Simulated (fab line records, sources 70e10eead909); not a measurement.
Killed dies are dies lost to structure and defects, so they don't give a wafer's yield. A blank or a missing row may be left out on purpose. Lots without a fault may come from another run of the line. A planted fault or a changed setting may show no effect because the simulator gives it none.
A struck lot beside a sound one | flow nand_harc | 22 steps out of a route of 1302
Sound: wafers L292.1, L292.2, L292.4. Struck: wafer L304.3. (L304.1, L304.6 of the same lot were not struck and are left out.) The cause comes at the end.
At each step with rows: each side's tool, then ch and its chambers, then its first start. Under that, the readings that differ: sound wafers | struck wafers | difference of the means | sigmas: that difference in standard deviations of wafers without a fault.
alike: readings whose means differ by less than 2 such deviations, and words and numbers that are the same on both sides. not compared: withheld readings, readings that some wafer has no value for, bounds like >300 that may hide the same value, and numbers for which the record gives no deviation and whose values overlap.
The two part at a step that has a row with sigmas, a row that says differs or no value, or rows on one side only. Numbers that don't overlap but have no deviation are shown without sigmas and don't part them. A reading that every wafer of one side lacks parts them only if that side has two wafers or more.

NHARC_A_CONTACT_CMP_20: polishes, t overpolish 30 s, target thk 300 nm.
  sound on cmp-04 ch 0,1,2, day 27 00:58; struck on cmp-01 ch 0, day 32 06:44
  reading                | sound          | struck | difference | sigmas
  time_to_endpoint_s (s) | 60.1 64.8 61.0 | 51.3   | -10.7      | -4
  alike: motor_current_A, overpolish_run_s
then, 1 step without rows for these wafers: NHARC_A_CONTACT_SRD_22.
NHARC_A_CONTACT_INSPECT_23:
  sound on defect_inspect-02, day 27 01:22; struck on defect_inspect-01, day 32 07:08
  alike: raw_defect_count
then, 8 steps without rows for these wafers: NHARC_A_BLC_DEHYDRATE_00 (time 120 s); NHARC_A_BLC_HMDS_01 (time 30 s); NHARC_A_BLC_COAT_02 (time 75 s); NHARC_A_BLC_COAT_03 (time 65 s); NHARC_A_BLC_COAT_04 (resist thk 90 nm); NHARC_A_BLC_SOFTBAKE_05 (time 55 s); NHARC_A_BLC_EBR_06; NHARC_A_BLC_EXPOSE_07 (exposes mask A BLC, target cd 100 nm).
NHARC_A_BLC_PEB_08: peb time 65 s.
  sound on litho_track-06 ch 0, day 27 01:41; struck on litho_track-06 ch 0, day 32 07:34
  reading                | sound             | struck | difference | sigmas
  resist_line_temp_C (C) | 22.95 22.86 23.12 | 23.33  | +0.35      | +3
  alike: chill_plate_temp_C, heater_power_total_W
then, 1 step without rows for these wafers: NHARC_A_BLC_DEVELOP_09 (develop time 35 s).
NHARC_A_BLC_CD_MEAS_10: target cd 100 nm.
  sound on cd_sem-02 ch 0, day 27 01:46; struck on cd_sem-01 ch 0, day 32 07:38
  reading    | sound             | struck | difference | sigmas
  cd_nm (nm) | 100.7 100.5 100.1 | 113.7  | +13.3      | +24
NHARC_A_BLC_OVL_MEAS_11:
  sound on overlay-02, day 27 01:51; struck on overlay-02, day 32 07:44
  alike: overlay_x_nm, overlay_y_nm
NHARC_A_BLC_INSPECT_12:
  sound on defect_inspect-01, day 27 01:53; struck on defect_inspect-01, day 32 07:46
  alike: raw_defect_count
NHARC_A_BLC_DESCUM_15: chemistry O2, time 3 s.
  sound on rie_diel-07 ch 0,1,3, day 27 01:58; struck on rie_diel-03 ch 3, day 32 07:50
  reading                | sound             | struck | difference | sigmas
  rf_hours_counter_h (h) | 11 11 11          | 36     | +25        |
  model.A_BLC.cd_nm (nm) | 99.71 99.83 100.7 | 114.1  | +14.0      |
  alike: drypump_motor_current_A, oes_product_au, rf_vpp_V, showerhead_plenum_p_Torr, throttle_valve_pct
NHARC_A_BLC_ETCH_16: etches the open film in CF4, target depth 39 nm, time 65 s.
  sound on rie_diel-07 ch 0,1,2, day 27 02:02; struck on rie_diel-03 ch 2, day 32 07:56
  reading                | sound    | struck | difference | sigmas
  rf_hours_counter_h (h) | 11 12 11 | 35     | +24        |
  alike: drypump_motor_current_A, oes_product_au, rf_vpp_V, showerhead_plenum_p_Torr, throttle_valve_pct
NHARC_A_BLC_ETCH_17: etches the open film in N2/H2, target depth 390 nm, time 609.38 s.
  sound on rie_diel-07 ch 0,1,3; struck on rie_diel-03 ch 0
  reading                | sound    | struck | difference | sigmas
  rf_hours_counter_h (h) | 11 12 11 | 39     | +28        |
  alike: drypump_motor_current_A, oes_product_au, rf_vpp_V, showerhead_plenum_p_Torr, throttle_valve_pct
NHARC_A_BLC_ETCH_18: etches the open film in C4F8/O2/Ar, target depth 910 nm.
  sound on rie_diel-07 ch 0,2,3; struck on rie_diel-03 ch 3
  reading                | sound           | struck | difference | sigmas
  rf_hours_counter_h (h) | 12 12 12        | 36     | +24        |
  model.A_BLC.cd_nm (nm) | 95.95 100 101.9 | 114.9  | +15.6      |
  alike: oes_product_au, rf_vpp_V
NHARC_A_BLC_CD_MEAS_19:
  sound on cd_sem-02, day 27 02:55; struck on cd_sem-02, day 32 08:48
  reading    | sound            | struck | difference | sigmas
  cd_nm (nm) | 95.6 100.0 101.9 | 114.9  | +15.7      | +7
NHARC_END_SORT_01:
  the record has rows for the struck wafers here (prober-01 ch 0, day 34 07:49) and none for the sound ones

WHERE THEY PART
First at NHARC_A_CONTACT_CMP_20; last, within this record, at NHARC_END_SORT_01.

WHY: what the simulator had put in
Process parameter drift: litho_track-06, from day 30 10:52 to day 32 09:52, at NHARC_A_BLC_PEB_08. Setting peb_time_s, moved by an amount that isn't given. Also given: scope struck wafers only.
